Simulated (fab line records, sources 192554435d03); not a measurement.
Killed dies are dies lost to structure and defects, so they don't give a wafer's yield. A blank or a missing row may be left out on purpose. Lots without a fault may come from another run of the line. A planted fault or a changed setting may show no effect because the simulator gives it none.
Split-lot experiment | flow n5_finfet | 7 lots, 39 wafers read, on a route of 1938 steps

THE SPLIT
At N5_FIN_CUT_CUT_ETCH_15 (etches Si in HBr/Cl2/O2, target depth 100 nm, bt time 10 s, time 42.4 s), the setting target_depth_a was moved away from the recipe's 1000 angstrom on 12 of the 39 wafers read, by -41.8% to +36.5%. The other wafers ran this setting at the recipe's value.

The reading is taken at the split's own step.

THE READING
SOC_of_FIN_CUT_COAT_18.thk_nm (the simulator's own value, which no gauge read), in nm, at N5_FIN_CUT_CUT_ETCH_15 (etches Si in HBr/Cl2/O2, target depth 100 nm, bt time 10 s, time 42.4 s). The file gives no usual value for it. The 27 wafers here that ran the recipe average 170.1 nm, standard deviation 0.87 nm.

wafer  | tool, chamber at the split | target_depth_a as run, angstrom | against the recipe | SOC_of_FIN_CUT_COAT_18.thk_nm, nm | against lot-mates on the recipe
L075.1 | rie_si-01, 0               | 764                             | -23.6%             | 180                               | +9.2
L075.2 | rie_si-01, 3               | 764                             | -23.6%             | 178.8                             | +8.0
L075.3 | rie_si-01, 1               | 1000                            | recipe             | 170.6                             | -
L075.4 | rie_si-01, 2               | 764                             | -23.6%             | 180                               | +9.2
L075.5 | rie_si-01, 2               | 1000                            | recipe             | 172.4                             | -
L075.6 | rie_si-01, 1               | 1000                            | recipe             | 169.4                             | -
L080.1 | rie_si-06, 2               | 1000                            | recipe             | 170                               | -
L080.2 | rie_si-06, 1               | 582.2                           | -41.8%             | 185                               | +14.8
L080.3 | rie_si-06, 0               | 1000                            | recipe             | 169.8                             | -
L080.4 | rie_si-06, 2               | 1000                            | recipe             | 170.8                             | -
L080.5 | rie_si-06, 0               | 582.2                           | -41.8%             | 186.4                             | +16.2
L080.6 | rie_si-06, 1               | 582.2                           | -41.8%             | 185.2                             | +15.0
L081.1 | rie_si-06, 3               | 1000                            | recipe             | 169.6                             | -
L081.2 | rie_si-06, 0               | 1000                            | recipe             | 169.4                             | -
L081.3 | rie_si-06, 2               | 1000                            | recipe             | 169.4                             | -
L081.4 | rie_si-06, 1               | 1000                            | recipe             | 169.6                             | -
L081.5 | rie_si-06, 1               | 1000                            | recipe             | 170.4                             | -
L081.6 | rie_si-06, 2               | 1000                            | recipe             | 170.6                             | -
L085.1 | rie_si-06, 2               | 1000                            | recipe             | 169                               | -
L085.2 | rie_si-06, 3               | 1000                            | recipe             | 169.8                             | -
L085.3 | rie_si-06, 0               | 1000                            | recipe             | 168.8                             | -
L086.1 | rie_si-06, 2               | 1000                            | recipe             | 170.2                             | -
L086.2 | rie_si-06, 0               | 1000                            | recipe             | 171.2                             | -
L086.3 | rie_si-06, 3               | 1000                            | recipe             | 169.8                             | -
L086.4 | rie_si-06, 0               | 1000                            | recipe             | 169.2                             | -
L086.5 | rie_si-06, 3               | 1000                            | recipe             | 169.8                             | -
L086.6 | rie_si-06, 2               | 1000                            | recipe             | 170.8                             | -
L096.1 | rie_si-01, 0               | 1185                            | +18.5%             | 164.8                             | -5.4
L096.2 | rie_si-01, 1               | 1000                            | recipe             | 169.4                             | -
L096.3 | rie_si-01, 2               | 1000                            | recipe             | 171.6                             | -
L096.4 | rie_si-01, 3               | 1000                            | recipe             | 169.6                             | -
L096.5 | rie_si-01, 1               | 1185                            | +18.5%             | 161.4                             | -8.8
L096.6 | rie_si-01, 0               | 1185                            | +18.5%             | 164.2                             | -6.0
L097.1 | rie_si-02, 2               | 1000                            | recipe             | 171.8                             | -
L097.2 | rie_si-02, 1               | 1365                            | +36.5%             | 155                               | -15.3
L097.3 | rie_si-02, 0               | 1365                            | +36.5%             | 156.6                             | -13.7
L097.4 | rie_si-02, 3               | 1000                            | recipe             | 169.4                             | -
L097.5 | rie_si-02, 3               | 1365                            | +36.5%             | 156.6                             | -13.7
L097.6 | rie_si-02, 0               | 1000                            | recipe             | 169.8                             | -

THE FIT
A straight line over all 39 wafers: SOC_of_FIN_CUT_COAT_18.thk_nm changes by -0.378 nm for each +1% of target_depth_a; r = -0.99; the points scatter about the line by 0.94 nm.
The same after taking each lot's own level away (the mean of its wafers on the recipe; 39 wafers): -0.376 nm for each +1%; r = -0.99; scatter 0.87 nm.
On that fit, the largest move of target_depth_a shifts the reading by 16 nm.
The lots' own levels span 169.20 to 170.80 nm, that is 1.8 times the standard deviation above.
So the lot-to-lot level changes the slope little: the two slopes agree.
Check: with one of the wafers moved furthest among these (-41.8%) left out of the fit, the line predicts +15.8 nm for it against its lot-mates. It came out at +14.8 nm against them.

OTHER SPLITS ON THESE WAFERS
These wafers also went through other splits before the reading. Each is held against what the fit with the lots' levels taken away leaves over:
other split on the same wafers | wafers away from the commonest value | r with SOC_of_FIN_CUT_COAT_18.thk_nm (lot level and that fit taken away)
N5_FIN_SAQP_PECVD_06 time_s    | 15                                   | +0.06

THE WHOLE CHAIN: every reading that the file lists as answering this split, in the file's order
step                   | what it does                                                            | reading                                                                        | change (the file's fit)               | r (the file's)
N5_FIN_CUT_CUT_ETCH_15 | etches Si in HBr/Cl2/O2, target depth 100 nm, bt time 10 s, time 42.4 s | FIN_CUT.feature_depth_nm (the simulator's own value, which no gauge read)      | +1.01 nm for each +1% of the setting  | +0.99
N5_FIN_CUT_CUT_ETCH_15 | etches Si in HBr/Cl2/O2, target depth 100 nm, bt time 10 s, time 42.4 s | etch.depth_nm (the simulator's own value, which no gauge read)                 | +1.01 nm for each +1% of the setting  | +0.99
N5_FIN_CUT_CUT_ETCH_15 | etches Si in HBr/Cl2/O2, target depth 100 nm, bt time 10 s, time 42.4 s | SOC_of_FIN_CUT_COAT_18.thk_nm (the simulator's own value, which no gauge read) | -0.376 nm for each +1% of the setting | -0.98

THE FILE'S OWN FIT
SOC_of_FIN_CUT_COAT_18.thk_nm changes by -0.376 nm for each +1% of target_depth_a, r = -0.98.
